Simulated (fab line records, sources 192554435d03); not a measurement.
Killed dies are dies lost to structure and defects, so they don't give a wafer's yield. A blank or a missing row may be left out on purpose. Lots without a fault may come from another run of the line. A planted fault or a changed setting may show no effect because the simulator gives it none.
fab line records | flow n5_finfet
record lots=20 wafers=60 last_day=18
route steps=1938 shown BEOL_M6@1249 BEOL_M7@1278
lots that met no fault: from a run of the same line without faults
start_h: hours from the record's first day to the start of the lot's first wafer shown | wait_h: hours since the lot's step before | " the same as in the row above | L1.1+2: a row that stands for several wafers | - no value, or no start given | * or withheld: withheld | < > ~ a bound
route shown NAME@n: a module of which the file shows steps, and the number in the route of the first | usual: mean/standard deviation of fault-free wafers | same: alike in all rows | chamber/n: place in a boat | sites: the reading at each site | _std_site: their standard deviation | _edge_site: outer sites' mean less inner sites' | radius_mm: how far each site lies from the wafer's centre | mask NAME#n: copy n | behind: the tool/chamber that last shaped the wafer | hold: why the lot was held/for how many hours/how that ended | device: the transistor (n, p or np) that didn't switch | end of line: the same wafers' tests at the end of the route | a step without rows: its recipe alone | killed: dies lost to structure and defects at the first sort, not the wafer's yield | map: a wafer's dies, x killed, . not, _ none there
set.NAME: the setting as run; set.NAME@STEP: as run at that earlier step | model.NAME: the simulator's own value behind a step, which no gauge read
steps of the route over a sample of lots; a table a step, a row a wafer
services: from which hour (start_h, from the record's first day; less than 0 if before it) a tool's chamber was out of use, for how many hours, and why
## steps
# step N5_BEOL_M6_DEGAS_44
# recipe ambient=vacuum temp_c=250 time_s=60
# usual heater_power_w=365/27
# columns lot.wafer tool chamber start_h wait_h heater_power_w
L074.2 pvd_sputter-02 - 195.44 0.4 331
L074.4 " - " " 331
L074.5 " - " " 351
L075.1 pvd_sputter-02 - 206.11 0.3 346
L075.4 " - " " 335
L075.6 " - " " 330
L076.2 pvd_sputter-01 - 212.22 0.3 407
L076.5 " - " " 379
L076.6 " - " " 355
L077.1 pvd_sputter-01 - 219.90 2.8 351
L077.4 " - " " 394
L077.6 " - " " 352
L079.1 pvd_sputter-02 - 220.61 0.3 355
L079.2 " - " " 326
L079.3 " - " " 348
L078.1 pvd_sputter-03 - 225.26 0.3 344
L078.3 " - " " 365
L078.6 " - " " 394
L080.3 pvd_sputter-03 - 238.34 0.2 349
L080.4 " - " " 329
L080.5 " - " " 376
L081.1 pvd_sputter-01 - 242.56 0.6 351
L081.5 " - " " 406
L081.6 " - " " 355
L083.2 pvd_sputter-02 - 256.42 0.5 357
L083.3 " - " " 332
L083.4 " - " " 343
L085.1 pvd_sputter-02 - 257.22 0.9 338
L085.3 " - " " 355
L085.4 " - " " 344
L084.1 pvd_sputter-01 - 263.22 0.5 381
L084.2 " - " " 405
L084.3 " - " " 355
L088.1 pvd_sputter-03 - 264.12 0.8 396
L088.2 " - " " 362
L088.5 " - " " 405
L086.1 pvd_sputter-01 - 268.84 1.8 402
L086.3 " - " " 393
L086.5 " - " " 342
L089.1 pvd_sputter-03 - 285.94 0.4 328
L089.4 " - " " 398
L089.6 " - " " 353
L090.1 pvd_sputter-01 - 292.90 0.7 394
L090.2 " - " " 382
L090.3 " - " " 407
L092.1 pvd_sputter-03 - 314.03 1.8 331
L092.4 " - " " 347
L092.6 " - " " 356
L096.1 pvd_sputter-01 - 314.81 0.3 410
L096.2 " - " " 347
L096.6 " - " " 404
L093.3 pvd_sputter-01 - 315.29 0.2 370
L093.4 " - " " 408
L093.5 " - " " 391
L095.1 pvd_sputter-01 - 335.21 0.4 351
L095.2 " - " " 412
L095.5 " - " " 418
L097.1 pvd_sputter-03 - 340.03 0.4 389
L097.3 " - " " 340
L097.5 " - " " 365
# step N5_BEOL_M6_RS_MEAS_57
# recipe thk_meas_gauge=four-point-probe reads=Cu_of_BEOL_M6_ECD_50+Co_of_BEOL_M6_CVD_78+TaN_of_BEOL_M6_ALD_77
# usual M6_RS=0.286/0.0099
# columns lot.wafer tool chamber start_h wait_h M6_RS[ohm/sq]
L074.2 film_metro-01 - 198.42 0.1 0.286
L074.4 " - " " 0.275
L074.5 " - " " 0.288
L075.1 film_metro-01 - 207.93 0.1 0.263
L075.4 " - " " 0.292
L075.6 " - " " 0.274
L076.2 film_metro-02 - 215.63 0.1 0.301
L076.5 " - " " 0.290
L076.6 " - " " 0.299
L077.1 film_metro-01 - 221.70 0.1 0.286
L077.4 " - " " 0.304
L077.6 " - " " 0.279
L079.1 film_metro-01 - 222.72 0.1 0.298
L079.2 " - " " 0.302
L079.3 " - " " 0.285
L078.1 film_metro-01 - 227.49 0.1 0.266
L078.3 " - " " 0.287
L078.6 " - " " 0.290
L080.3 film_metro-02 - 239.86 0.1 0.276
L080.4 " - " " 0.282
L080.5 " - " " 0.286
L081.1 film_metro-01 - 244.73 0.1 0.293
L081.5 " - " " 0.300
L081.6 " - " " 0.286
L083.2 film_metro-02 - 258.47 0.1 0.286
L083.3 " - " " 0.296
L083.4 " - " " 0.284
L085.1 film_metro-01 - 259.59 0.1 0.284
L085.3 " - " " 0.303
L085.4 " - " " 0.287
L084.1 film_metro-02 - 265.90 0.1 0.286
L084.2 " - " " 0.275
L084.3 " - " " 0.290
L088.1 film_metro-02 - 266.95 0.1 0.285
L088.2 " - " " 0.287
L088.5 " - " " 0.279
L086.1 film_metro-02 - 270.84 0.1 0.288
L086.3 " - " " 0.284
L086.5 " - " " 0.286
L089.1 film_metro-02 - 289.81 0.1 0.293
L089.4 " - " " 0.294
L089.6 " - " " 0.290
L090.1 film_metro-02 - 294.67 0.1 0.304
L090.2 " - " " 0.308
L090.3 " - " " 0.288
L092.1 film_metro-01 - 315.89 0.1 0.304
L092.4 " - " " 0.288
L092.6 " - " " 0.281
L096.1 film_metro-02 - 317.55 0.1 0.269
L096.2 " - " " 0.287
L096.6 " - " " 0.270
L093.3 film_metro-02 - 317.94 0.1 0.273
L093.4 " - " " 0.279
L093.5 " - " " 0.273
L095.1 film_metro-02 - 337.20 0.1 0.286
L095.2 " - " " 0.292
L095.5 " - " " 0.285
L097.1 film_metro-01 - 341.78 0.1 0.288
L097.3 " - " " 0.295
L097.5 " - " " 0.290
# step N5_BEOL_M7_INSPECT_13
# recipe mode=adi inspect_instrument=brightfield
# usual raw_defect_count=395/83
# columns lot.wafer tool chamber start_h wait_h raw_defect_count
L074.2 defect_inspect-01 - 200.90 0.0 270
L074.4 " - " " 341
L074.5 " - " " 299
L075.1 defect_inspect-01 - 210.38 0.0 400
L075.4 " - " " 378
L075.6 " - " " 551
L076.2 defect_inspect-02 - 219.75 0.0 659
L076.5 " - " " 408
L076.6 " - " " 611
L077.1 defect_inspect-02 - 225.31 0.0 464
L077.4 " - " " 392
L077.6 " - " " 522
L079.1 defect_inspect-02 - 225.57 0.0 486
L079.2 " - " " 411
L079.3 " - " " 407
L078.1 defect_inspect-02 - 229.37 0.0 400
L078.3 " - " " 363
L078.6 " - " " 339
L080.3 defect_inspect-02 - 241.99 0.0 401
L080.4 " - " " 491
L080.5 " - " " 498
L081.1 defect_inspect-02 - 249.52 0.0 400
L081.5 " - " " 366
L081.6 " - " " 328
L083.2 defect_inspect-02 - 259.91 0.0 379
L083.3 " - " " 571
L083.4 " - " " 400
L085.1 defect_inspect-02 - 261.31 0.0 362
L085.3 " - " " 463
L085.4 " - " " 446
L084.1 defect_inspect-01 - 269.29 0.0 327
L084.2 " - " " 308
L084.3 " - " " 371
L088.1 defect_inspect-02 - 269.68 0.0 521
L088.2 " - " " 404
L088.5 " - " " 446
L086.1 defect_inspect-01 - 272.98 0.0 427
L086.3 " - " " 417
L086.5 " - " " 392
L089.1 defect_inspect-01 - 293.05 0.0 266
L089.4 " - " " 265
L089.6 " - " " 409
L090.1 defect_inspect-02 - 296.92 0.0 302
L090.2 " - " " 377
L090.3 " - " " 364
L092.1 defect_inspect-01 - 317.98 0.0 423
L092.4 " - " " 353
L092.6 " - " " 333
L096.1 defect_inspect-01 - 319.96 0.0 245
L096.2 " - " " 296
L096.6 " - " " 300
L093.3 defect_inspect-01 - 320.19 0.0 263
L093.4 " - " " 385
L093.5 " - " " 312
L095.1 defect_inspect-01 - 340.18 0.0 483
L095.2 " - " " 338
L095.5 " - " " 436
L097.1 defect_inspect-01 - 344.66 0.0 336
L097.3 " - " " 336
L097.5 " - " " 352
# step N5_BEOL_M7_ETCH_62
# recipe chemistry=N2/H2 target=SOC target_depth_a=1100 overetch_a=220 mask_material=SiARC temp_c=40 time_s=165 ion_energy_ev=200 pressure_mtorr=30 source_w=840 bias_w=150 n2_flow_sccm=200 h2_flow_sccm=200
# usual chamber_pressure_mTorr=30.001/0.027 drypump_motor_current_A=5.6/0.39 n2_flow_sccm=200.0/0.59 oes_product_au=0.65/0.067 rf_fwd_power_W=837.6/2.3 rf_vpp_V=523.1/2.4 showerhead_plenum_p_Torr=2.51/0.086 temp_c=40.01/0.1 throttle_valve_pct=17.96/0.28
# columns lot.wafer tool chamber start_h wait_h chamber_pressure_mTorr drypump_motor_current_A n2_flow_sccm oes_product_au rf_fwd_power_W rf_hours_counter_h rf_vpp_V showerhead_plenum_p_Torr temp_c throttle_valve_pct
L074.2 rie_diel-02 2 201.03 0.0 29.944 5.9 200.2 0.63 839.2 156 523.3 2.54 39.91 17.86
L074.4 " 3 " " 29.976 5.4 199.4 0.69 838.3 89 524.1 2.55 39.99 17.53
L074.5 " 2 " " 29.990 5.9 199.3 0.63 838.7 - 523.9 2.54 40.05 17.85
L075.1 rie_diel-03 1 210.51 0.0 29.982 5.1 200.1 0.57 833.6 237 524.2 2.52 40.15 18.40
L075.4 " 0 " " 30.000 5.4 199.9 0.63 835.7 197 526.8 2.65 40.09 18.23
L075.6 " 2 " " 30.017 5.9 200.0 0.83 838.1 - 522.7 2.48 40.03 17.94
L076.2 rie_diel-01 1 219.98 0.0 29.965 5.3 199.2 0.64 839.0 165 520.9 2.43 39.98 18.09
L076.5 " 2 " " 30.047 6.1 199.9 0.62 834.3 - 526.6 2.64 40.08 17.61
L076.6 " 1 " " 29.969 5.3 199.9 0.64 836.9 - 520.7 2.43 39.96 18.09
L077.1 rie_diel-03 0 225.87 0.0 29.986 5.4 198.7 0.63 836.5 203 526.6 2.65 39.98 18.23
L077.4 " 1 " " 29.996 5.1 199.7 0.57 836.7 242 522.2 2.51 40.09 18.43
L077.6 " 2 " " 29.991 5.9 200.3 0.80 842.2 - 521.3 2.48 39.91 17.95
L079.1 rie_diel-03 2 226.17 0.0 30.001 5.8 199.7 0.81 840.3 10 523.0 2.48 40.05 17.95
L079.2 " 3 " " 30.027 5.2 200.9 0.64 836.4 163 519.7 2.42 40.06 17.95
L079.3 " 0 " " 29.960 5.4 200.2 0.62 835.1 203 525.3 2.65 40.00 18.25
L078.1 rie_diel-03 2 230.63 0.0 29.994 5.8 200.7 0.80 836.8 13 521.9 2.48 40.05 17.95
L078.3 " 3 " " 30.030 5.2 200.6 0.64 831.4 165 521.0 2.42 40.01 17.95
L078.6 " 3 " " 30.022 5.2 200.0 0.64 836.2 - 521.4 2.42 40.05 17.95
L080.3 rie_diel-03 1 242.11 0.0 30.026 5.1 199.6 0.56 839.6 249 522.7 2.51 39.94 18.43
L080.4 " 2 " " 29.985 5.9 201.0 0.80 835.1 18 524.3 2.48 40.01 17.97
L080.5 " 0 " " 29.962 5.4 199.9 0.62 838.8 - 527.5 2.65 40.01 18.24
L081.1 rie_diel-03 2 249.64 0.0 29.949 5.9 199.1 0.80 835.5 20 521.5 2.47 40.10 17.98
L081.5 " 3 " " 29.972 5.2 199.8 0.63 836.5 - 520.9 2.42 40.00 17.97
L081.6 " 2 " " 30.042 5.9 199.4 0.79 838.1 - 522.5 2.48 39.99 17.97
L083.2 rie_diel-03 3 260.12 0.0 30.014 5.2 199.3 0.63 840.6 176 519.3 2.42 39.98 17.99
L083.3 " 0 " " 30.006 5.4 199.4 0.61 836.3 216 526.4 2.64 39.99 18.27
L083.4 " 3 " " 29.956 5.2 199.4 0.63 838.3 - 519.7 2.42 40.13 17.97
L085.1 rie_diel-02 0 261.44 0.0 29.999 5.6 199.3 0.76 835.3 18 525.1 2.61 39.90 17.52
L085.3 " 2 " " 29.973 5.9 200.1 0.63 838.3 165 525.3 2.53 39.99 17.88
L085.4 " 1 " " 30.021 5.6 200.3 0.64 834.7 167 519.0 2.43 40.01 18.08
L084.1 rie_diel-02 1 269.42 0.0 29.996 5.6 200.3 0.65 840.9 169 520.4 2.43 40.06 18.08
L084.2 " 2 " " 29.986 5.9 199.2 0.62 836.8 167 523.4 2.53 40.09 17.90
L084.3 " 0 " " 29.986 5.6 199.2 0.76 836.3 20 525.9 2.61 39.97 17.52
L088.1 rie_diel-01 0 269.98 0.0 30.012 6.4 199.8 0.62 831.0 201 524.5 2.50 40.16 17.60
L088.2 " 3 " " 29.966 6.1 200.1 0.59 832.0 227 520.7 2.40 40.14 18.38
L088.5 " 2 " " 30.044 6.1 199.8 0.61 839.3 - 527.3 2.64 40.09 17.64
L086.1 rie_diel-01 3 273.16 0.0 30.014 6.1 200.6 0.59 832.0 228 519.8 2.40 39.89 18.38
L086.3 " 0 " " 30.018 6.4 200.0 0.61 841.5 202 523.1 2.50 40.14 17.61
L086.5 " 1 " " 30.015 5.3 199.6 0.63 839.5 - 521.0 2.42 39.90 18.13
L089.1 rie_diel-01 0 293.56 0.0 30.029 6.4 200.9 0.61 839.5 209 523.7 2.50 40.14 17.61
L089.4 " 1 " " 29.968 5.3 200.4 0.61 838.6 190 520.8 2.42 40.04 18.16
L089.6 " 0 " " 30.042 6.4 201.2 0.61 836.0 - 522.7 2.50 39.78 17.63
L090.1 rie_diel-02 2 297.28 0.0 29.983 5.9 200.3 0.61 838.0 177 523.5 2.53 40.13 17.89
L090.2 " 1 " " 30.026 5.6 199.4 0.64 838.9 178 520.6 2.42 39.95 18.09
L090.3 " 0 " " 30.039 5.6 200.1 0.75 839.2 30 523.9 2.60 40.12 17.54
L092.1 rie_diel-01 0 318.11 0.0 30.008 6.4 199.8 0.60 839.4 217 522.9 2.50 40.10 17.64
L092.4 " 2 " " 30.014 6.1 200.2 0.61 839.6 199 525.6 2.63 40.03 17.65
L092.6 " 1 " " 29.998 5.3 200.3 0.61 836.2 - 519.6 2.42 40.03 18.15
L096.1 rie_diel-01 1 320.08 0.0 29.980 5.3 200.2 0.61 835.9 197 521.1 2.42 39.96 18.14
L096.2 " 2 " " 30.003 6.2 201.2 0.61 840.8 200 525.8 2.63 40.05 17.67
L096.6 " 2 " " 30.018 6.1 200.3 0.61 841.0 - 527.8 2.63 39.93 17.66
L093.3 rie_diel-02 3 320.46 0.0 29.999 5.4 200.2 0.66 834.5 117 525.1 2.54 39.97 17.57
L093.4 " 1 " " 30.037 5.6 200.3 0.63 839.6 - 518.5 2.42 40.13 18.11
L093.5 " 0 " " 29.958 5.6 200.4 0.72 836.2 - 525.3 2.60 40.05 17.54
L095.1 rie_diel-03 1 340.45 0.0 30.006 5.1 200.5 0.76 835.0 23 523.7 2.50 40.09 18.05
L095.2 " 3 " " 30.030 5.2 198.9 0.61 838.2 202 520.4 2.41 39.89 18.02
L095.5 " 3 " " 30.005 5.2 200.0 0.61 836.8 - 518.8 2.41 39.86 18.02
L097.1 rie_diel-03 1 344.79 0.0 30.049 5.1 198.9 0.75 839.4 24 522.7 2.50 40.24 18.04
L097.3 " 0 " " 29.987 5.3 199.5 0.60 839.5 243 525.5 2.63 39.86 18.32
L097.5 " 1 " " 30.014 5.1 200.7 0.76 837.5 - 522.0 2.50 39.91 18.03
# step N5_BEOL_M7_STRIP_19
# recipe chemistry=O2 power_w=400 temp_c=40 pressure_mtorr=30 rf_frequency_hz=6e+07 bias_power_w=0 overash_fraction=0.2 o2_flow_sccm=225
# usual chamber_pressure_mTorr=30.00/0.035 drypump_motor_current_A=5.6/0.42 oes_product_au=0.77/0.09 rf_vpp_V=3.6/0.53 showerhead_plenum_p_Torr=2.07/0.075 temp_c=39.99/0.12 throttle_valve_pct=16.84/0.25
# same bias_power_w=0
# columns lot.wafer tool chamber start_h wait_h chamber_pressure_mTorr drypump_motor_current_A oes_product_au rf_hours_counter_h rf_vpp_V showerhead_plenum_p_Torr temp_c throttle_valve_pct
L074.2 rie_diel-03 2 201.32 0.1 30.00 5.9 1.01 2 4.0 2.06 40.08 16.78
L074.4 " 0 " " 29.98 5.4 0.72 194 2.9 2.19 39.82 17.11
L074.5 " 3 " " 29.98 5.2 0.74 - 4.1 2.00 39.97 16.79
L075.1 rie_diel-01 3 210.86 0.1 30.02 6.1 0.71 206 4.3 2.01 39.66 17.27
L075.4 " 0 " " 30.03 6.4 0.72 - 3.4 2.10 40.17 16.62
L075.6 " 2 " " 30.03 6.1 0.74 - 3.5 2.18 39.95 16.50
L076.2 rie_diel-01 3 220.29 0.1 30.00 6.1 0.71 210 2.6 2.01 39.91 17.29
L076.5 " 3 " " 30.04 6.0 0.71 - 2.9 2.01 39.83 17.30
L076.6 " 0 " " 30.02 6.4 0.72 - 3.0 2.10 39.81 16.63
L077.1 rie_diel-01 2 226.19 0.1 30.03 6.1 0.74 170 3.5 2.18 40.10 16.52
L077.4 " 1 " " 29.99 5.3 0.75 167 4.4 1.98 39.97 16.73
L077.6 " 3 " " 29.98 6.0 0.71 - 4.0 2.00 40.08 17.28
L079.1 rie_diel-01 3 226.76 0.4 30.05 6.1 0.71 213 3.2 2.00 39.97 17.28
L079.2 " 0 " " 30.02 6.4 0.71 187 4.1 2.10 39.97 16.64
L079.3 " 1 " " 30.05 5.3 0.75 167 3.2 1.98 39.87 16.72
L078.1 rie_diel-01 1 230.93 0.1 29.97 5.3 0.75 169 4.1 1.97 40.00 16.72
L078.3 " 0 " " 30.05 6.4 0.72 189 4.5 2.10 40.12 16.63
L078.6 " 1 " " 30.05 5.3 0.74 - 2.8 1.97 39.92 16.73
L080.3 rie_diel-02 0 242.42 0.1 29.99 5.6 0.92 13 3.1 2.15 40.06 16.32
L080.4 " 1 " " 29.99 5.6 0.76 162 2.4 2.01 40.00 16.99
L080.5 " 2 " " 30.04 5.9 0.75 - 4.1 2.09 40.00 16.73
L081.1 rie_diel-03 0 250.10 0.2 30.01 5.4 0.71 211 3.5 2.18 40.03 17.12
L081.5 " 0 " " 30.04 5.4 0.71 - 4.0 2.18 40.05 17.15
L081.6 " 3 " " 29.97 5.2 0.73 - 3.6 2.00 40.18 16.85
L083.2 rie_diel-02 2 260.51 0.1 30.01 5.9 0.75 164 3.4 2.09 40.08 16.72
L083.3 " 3 " " 29.99 5.4 0.81 98 3.7 2.13 40.00 16.62
L083.4 " 1 " " 30.04 5.6 0.74 167 2.8 2.01 39.86 16.97
L085.1 rie_diel-03 2 261.74 0.1 30.03 5.9 0.93 25 3.4 2.06 39.98 16.82
L085.3 " 0 " " 30.04 5.4 0.71 216 4.2 2.18 39.82 17.16
L085.4 " 2 " " 29.98 5.9 0.92 - 3.5 2.06 40.00 16.82
L084.1 rie_diel-03 0 269.88 0.2 30.01 5.4 0.70 219 3.2 2.18 39.93 17.15
L084.2 " 3 " " 29.99 5.2 0.72 180 3.0 1.99 40.20 16.83
L084.3 " 2 " " 29.98 5.8 0.92 28 3.7 2.05 40.19 16.81
L088.1 rie_diel-02 0 270.38 0.2 29.93 5.6 0.89 21 3.7 2.15 40.08 16.32
L088.2 " 2 " " 29.97 5.9 0.74 168 3.7 2.08 40.03 16.75
L088.5 " 3 " " 30.01 5.3 0.81 - 3.4 2.13 40.03 16.62
L086.1 rie_diel-03 3 273.49 0.1 29.98 5.2 0.73 181 3.5 1.99 40.04 16.86
L086.3 " 2 " " 29.96 5.8 0.92 30 3.5 2.05 40.01 16.84
L086.5 " 3 " " 30.00 5.2 0.73 - 3.4 1.99 40.04 16.84
L089.1 rie_diel-03 2 293.90 0.1 30.04 5.9 0.90 36 3.5 2.05 39.90 16.84
L089.4 " 0 " " 30.03 5.4 0.70 228 3.5 2.18 40.13 17.17
L089.6 " 1 " " 29.98 5.1 0.95 - 3.3 2.05 39.91 16.67
L090.1 rie_diel-03 2 297.57 0.1 29.96 5.9 0.89 37 3.7 2.05 39.97 16.86
L090.2 " 0 " " 29.94 5.4 0.70 229 4.7 2.18 40.03 17.18
L090.3 " 3 " " 29.99 5.2 0.73 190 4.6 1.99 40.21 16.87
L092.1 rie_diel-03 1 318.41 0.1 30.00 5.1 0.94 16 3.9 2.04 39.94 16.69
L092.4 " 0 " " 30.00 5.4 0.69 - 3.7 2.18 39.99 17.20
L092.6 " 3 " " 29.96 5.2 0.72 - 4.0 1.99 40.07 16.87
L096.1 rie_diel-03 3 320.39 0.1 30.04 5.2 0.72 196 3.3 1.99 40.05 16.86
L096.2 " 1 " " 30.04 5.1 0.92 17 3.3 2.04 39.98 16.67
L096.6 " 3 " " 30.04 5.2 0.71 - 3.9 1.99 40.04 16.87
L093.3 rie_diel-01 0 320.75 0.1 30.05 6.4 0.68 218 3.8 2.08 40.05 16.66
L093.4 " 3 " " 29.96 6.1 0.68 243 3.7 1.99 39.92 17.35
L093.5 " 1 " " 30.00 5.3 0.73 - 3.2 1.96 39.91 16.80
L095.1 rie_diel-01 1 340.75 0.1 30.02 5.3 0.72 203 3.2 1.96 40.08 16.77
L095.2 " 0 " " 30.07 6.4 0.69 224 3.5 2.08 39.90 16.68
L095.5 " 1 " " 30.01 5.3 0.73 - 3.6 1.96 40.01 16.79
L097.1 rie_diel-03 2 345.17 0.2 30.03 5.8 0.88 47 3.3 2.05 39.94 16.87
L097.3 " 0 " " 29.99 5.4 0.69 243 2.9 2.17 39.96 17.18
L097.5 " 3 " " 30.03 5.2 0.71 - 4.2 1.99 39.76 16.90
# step N5_BEOL_M7_STRIP_36
# recipe chemistry=N2/H2 power_w=450 temp_c=40 pressure_mtorr=20 rf_frequency_hz=6e+07 overash_fraction=0.3 bias_power_w=7 h2_frac=0.5 n2_flow_sccm=200 h2_flow_sccm=200
# usual bias_power_w=6.998/0.02 chamber_pressure_mTorr=20.00/0.034 drypump_motor_current_A=5.7/0.41 n2_flow_sccm=200.0/0.61 oes_product_au=0.77/0.091 rf_vpp_V=59.2/1.5 showerhead_plenum_p_Torr=2.50/0.083 temp_c=39.99/0.11 throttle_valve_pct=23.7/0.38
# columns lot.wafer tool chamber start_h wait_h bias_power_w chamber_pressure_mTorr drypump_motor_current_A n2_flow_sccm oes_product_au rf_hours_counter_h rf_vpp_V showerhead_plenum_p_Torr temp_c throttle_valve_pct
L074.2 rie_diel-03 2 205.09 0.0 6.977 20.00 5.9 199.8 0.98 3 58.8 2.48 39.89 23.9
L074.4 " 3 " " 6.992 20.01 5.2 199.8 0.75 155 59.2 2.42 40.05 23.7
L074.5 " 0 " " 7.037 20.01 5.4 200.1 0.71 - 60.3 2.65 40.02 24.0
L075.1 rie_diel-03 0 214.92 0.0 6.991 20.01 5.4 200.8 0.72 199 60.0 2.65 40.07 24.0
L075.4 " 2 " " 7.018 19.99 5.9 200.3 0.98 6 59.1 2.48 40.06 23.9
L075.6 " 2 " " 7.018 20.02 5.9 199.4 0.99 - 60.1 2.48 40.02 23.9
L076.2 rie_diel-03 3 221.59 0.0 7.026 19.97 5.2 199.3 0.74 161 59.3 2.42 39.84 23.7
L076.5 " 2 " " 7.002 20.05 5.9 200.7 0.97 - 55.9 2.47 40.13 23.9
L076.6 " 3 " " 6.977 20.02 5.2 200.7 0.74 - 60.3 2.42 39.59 23.7
L079.1 rie_diel-01 0 229.34 0.0 6.975 20.00 6.4 200.3 0.72 188 61.6 2.51 39.91 23.3
L079.2 " 3 " " 6.984 19.93 6.1 200.7 0.70 214 62.4 2.40 40.10 24.3
L079.3 " 2 " " 7.002 20.01 6.1 200.3 0.73 172 61.8 2.64 39.97 23.2
L077.1 rie_diel-03 0 229.60 0.0 7.034 20.01 5.4 200.0 0.72 205 58.8 2.65 39.93 24.0
L077.4 " 3 " " 6.953 19.94 5.2 200.6 0.73 165 60.0 2.42 40.04 23.7
L077.6 " 1 " " 6.999 19.96 5.1 201.3 0.66 - 55.6 2.51 40.07 24.3
L078.1 rie_diel-03 0 232.74 0.0 7.014 19.98 5.4 199.3 0.72 206 58.0 2.64 40.08 24.0
L078.3 " 3 " " 6.967 19.98 5.2 200.4 0.74 166 57.7 2.42 39.96 23.7
L078.6 " 0 " " 6.999 19.99 5.4 199.2 0.71 - 59.1 2.64 40.20 24.0
L080.3 rie_diel-02 3 243.46 0.0 7.006 19.97 5.3 200.1 0.82 94 59.4 2.54 39.96 23.2
L080.4 " 0 " " 6.985 20.00 5.6 200.3 0.91 14 59.4 2.61 40.08 23.3
L080.5 " 3 " " 6.995 19.96 5.3 199.6 0.81 - 55.7 2.54 40.09 23.2
L081.1 rie_diel-02 0 251.86 0.0 7.010 19.91 5.6 199.3 0.92 16 59.7 2.61 40.06 23.4
L081.5 " 2 " " 7.017 20.05 5.9 200.4 0.74 - 60.5 2.53 40.07 23.5
L081.6 " 1 " " 6.989 19.96 5.6 199.8 0.76 - 58.6 2.42 39.82 23.8
L083.2 rie_diel-01 2 262.19 0.0 6.989 19.99 6.1 200.3 0.72 182 61.9 2.63 40.06 23.3
L083.3 " 3 " " 6.944 20.02 6.1 199.1 0.69 224 60.5 2.40 39.93 24.3
L083.4 " 1 " " 7.004 19.99 5.3 199.8 0.73 179 57.6 2.42 40.02 24.1
L085.1 rie_diel-02 0 262.91 0.0 6.993 20.00 5.6 200.4 0.91 19 56.8 2.61 40.00 23.3
L085.3 " 1 " " 6.974 20.05 5.6 199.8 0.75 168 55.3 2.42 39.97 23.8
L085.4 " 3 " " 7.013 19.98 5.4 199.0 0.82 98 59.3 2.54 40.08 23.2
L084.1 rie_diel-02 0 272.03 0.0 6.987 19.95 5.6 198.9 0.89 21 62.3 2.60 39.97 23.4
L084.2 " 1 " " 7.007 20.01 5.6 200.4 0.74 170 58.4 2.42 39.99 23.9
L084.3 " 2 " " 6.990 19.98 5.9 199.9 0.73 168 59.2 2.53 40.18 23.5
L088.1 rie_diel-03 0 272.42 0.0 6.978 20.02 5.4 199.3 0.72 220 60.0 2.64 39.96 24.0
L088.2 " 2 " " 6.958 19.98 5.8 199.9 0.92 29 60.1 2.47 39.88 24.0
L088.5 " 2 " " 6.997 19.99 5.9 199.9 0.92 - 58.5 2.47 39.92 23.9
L086.1 rie_diel-02 2 277.44 0.0 7.008 19.98 5.9 199.2 0.74 170 59.0 2.53 39.93 23.5
L086.3 " 3 " " 7.010 20.00 5.4 200.7 0.81 103 61.5 2.54 39.94 23.2
L086.5 " 3 " " 6.963 19.95 5.4 200.2 0.80 - 58.0 2.54 40.13 23.2
L089.1 rie_diel-01 2 295.71 0.0 7.014 20.05 6.1 199.6 0.72 193 60.1 2.63 39.86 23.3
L089.4 " 0 " " 7.016 19.99 6.4 200.4 0.69 210 60.3 2.50 40.08 23.3
L089.6 " 3 " " 7.017 20.03 6.1 199.2 0.70 - 61.3 2.39 40.18 24.3
L090.1 rie_diel-03 2 298.97 0.0 6.992 20.05 5.8 200.0 0.91 38 60.2 2.46 40.02 24.0
L090.2 " 1 " " 6.961 19.98 5.1 200.9 0.97 10 55.3 2.50 39.91 24.1
L090.3 " 0 " " 6.959 20.00 5.4 199.3 0.70 229 58.7 2.63 39.87 24.0
L092.1 rie_diel-01 2 319.14 0.0 6.988 19.96 6.1 199.9 0.70 199 58.4 2.62 39.96 23.3
L092.4 " 1 " " 7.002 20.00 5.3 201.1 0.72 197 58.5 2.41 39.84 24.1
L092.6 " 0 " " 6.979 20.05 6.4 199.6 0.68 - 60.1 2.49 39.97 23.3
L093.3 rie_diel-02 3 323.16 0.0 6.999 20.02 5.3 200.2 0.78 118 60.3 2.53 40.03 23.2
L093.4 " 0 " " 6.967 19.95 5.6 200.2 0.86 - 58.0 2.60 39.95 23.4
L093.5 " 1 " " 6.996 20.02 5.6 200.9 0.73 - 58.6 2.42 40.06 23.8
L096.1 rie_diel-01 2 323.55 0.0 6.967 20.00 6.1 200.4 0.71 201 61.6 2.62 40.08 23.3
L096.2 " 0 " " 7.015 19.99 6.4 201.1 0.69 219 58.3 2.49 39.92 23.3
L096.6 " 2 " " 7.007 20.03 6.1 199.5 0.70 - 58.5 2.62 39.91 23.3
L095.1 rie_diel-01 3 343.60 0.0 7.026 19.99 6.1 200.3 0.68 250 59.7 2.39 39.91 24.4
L095.2 " 1 " " 7.009 19.97 5.3 200.3 0.73 204 60.2 2.41 39.92 24.1
L095.5 " 0 " " 7.008 20.02 6.5 200.0 0.70 - 62.3 2.49 39.78 23.3
L097.1 rie_diel-03 2 347.69 0.0 6.998 20.03 5.9 200.4 0.89 48 58.3 2.46 39.93 24.0
L097.3 " 0 " " 6.976 20.02 5.4 199.7 0.68 244 58.2 2.63 39.99 24.0
L097.5 " 2 " " 6.994 20.04 5.9 199.7 0.89 - 58.1 2.46 40.19 24.0
## services
# columns tool chamber start_h hours kind
rie_diel-03 2 173.35 - clean
rie_diel-03 2 173.35 - consumable_replace:focus_ring
rie_diel-03 2 173.35 19.9 scheduled_down
rie_diel-03 2 173.35 19.9 vent_cycle
rie_diel-01 1 197.73 6.1 repair
rie_diel-01 1 210.44 1.8 repair
rie_diel-02 - 212.13 28.1 pm
pvd_sputter-03 - 216.20 4.0 repair
rie_diel-03 1 245.77 - clean
rie_diel-03 1 245.77 - consumable_replace:focus_ring
rie_diel-03 1 245.77 18.5 scheduled_down
rie_diel-03 1 245.77 18.5 vent_cycle
rie_diel-02 1 285.26 2.9 repair
rie_diel-02 2 311.15 15.1 repair
rie_diel-03 2 315.58 9.5 repair
rie_diel-01 3 344.62 - clean
rie_diel-01 3 344.62 - consumable_replace:focus_ring
rie_diel-01 3 344.62 - consumable_replace:showerhead
rie_diel-01 3 344.62 16.0 scheduled_down
rie_diel-01 3 344.62 16.0 vent_cycle
rie_diel-01 - 347.50 0.1 repair
## key
fault none
